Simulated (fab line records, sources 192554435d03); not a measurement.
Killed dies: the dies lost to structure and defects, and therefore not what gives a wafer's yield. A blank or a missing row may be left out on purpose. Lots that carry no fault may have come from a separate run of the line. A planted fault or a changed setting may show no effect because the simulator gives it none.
Problem report in the 8D (eight disciplines) form, filled by code | flow n5_finfet | the parts of the form that need people (team, actions taken, sign-off) are left out

## 1. THE PROBLEM
Mean of run_length_s at N5_BEOL_M2_CVD_47: 364.5 s across 6 wafers in 2 lots; on wafers with no fault it is 246.8 s (standard deviation 0.42). That is +99 or more standard deviations from the usual mean.
The step: deposits Co from CCTBA/H2, target thk 3 nm, time 223.8 s.
First observed at day 10 21:11: wafer L133.1, on cvd_co-01. At this step, 29 wafers from 10 lots have a number in the record. By rule, "out" or "out of limits" means more than 4 standard deviations away from the usual mean. The other wafers with a number count as sound.

## 2. WHAT THIS IS AND IS NOT
question                    | is                     | is not
which readings at this step | run_length_s           | -
which lots                  | L133, L135             | L117, L118, L119, L120, L122, L123, L126, L138
which wafers of those lots  | all that have a number | -
read on which tools         | cvd_co-01              | cvd_co-02
when                        | from day 10 21:11      | up to then (20 sound wafers); but 3 sound wafers of L138 came after

## 3. SUSPECTS, AND WHAT RULES EACH OUT
Counting: any tool at a process step up to the reading is kept as a suspect provided that every lot that is out went through it and no sound lot did after the first of them.
- pvd_sputter-01 at N5_BEOL_M2_PRE_CLEAN_45 (time 30 s): kept. Every lot that is out went through it, starting with L133 (day 10 20:41), and after that it ran no sound lot; the last sound lot it ran before then is L120 (day 7 15:29).
- cvd_co-01 at N5_BEOL_M2_CVD_47 (deposits Co from CCTBA/H2, target thk 3 nm, time 223.8 s): kept. Every lot that is out went through it, starting with L133 (day 10 21:11), and after that it ran no sound lot; the last sound lot it ran before then is L123 (day 8 08:44). Out on those wafers are its own readings of run_length_s.
The count leaves cvd_co-01 at N5_BEOL_M2_CVD_47 and pvd_sputter-01 at N5_BEOL_M2_PRE_CLEAN_45.

## 4. THE CAUSE (what the simulator had put in)
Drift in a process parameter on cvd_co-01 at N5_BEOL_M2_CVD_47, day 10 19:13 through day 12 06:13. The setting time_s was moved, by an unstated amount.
Counting leaves 2 suspects; this tool is one of them.

## 5. THE EFFECT CHAIN, in route order
One row per reading whose mean, taken over the struck wafers that have a number, lies over 3 standard deviations from the usual. Readings are gone through only where the record gives a usual standard deviation; hours: the median, over the lots, of the time from a lot's start at the first step in this table giving one to that lot's start at this step; sigmas: the change measured in usual standard deviations.
hours | step              | reading      | usual   | on struck wafers | change | sigmas
0     | N5_BEOL_M2_CVD_47 | run_length_s | 246.8 s | 364.5            | +117.7 | +99 or more
Process steps it contains:
- N5_BEOL_M2_CVD_47: deposits Co from CCTBA/H2, target thk 3 nm, time 223.8 s.
Later measuring or inspecting steps at which every struck wafer that the step has a row for has a number for every such reading, and none has moved that far: N5_BEOL_M4_RC_MEAS_101.

## 6. HOW IT WOULD HAVE BEEN CAUGHT EARLIER
In this record no reading fell out of limits until day 10 21:11, 2 hours after the fault had begun at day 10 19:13.
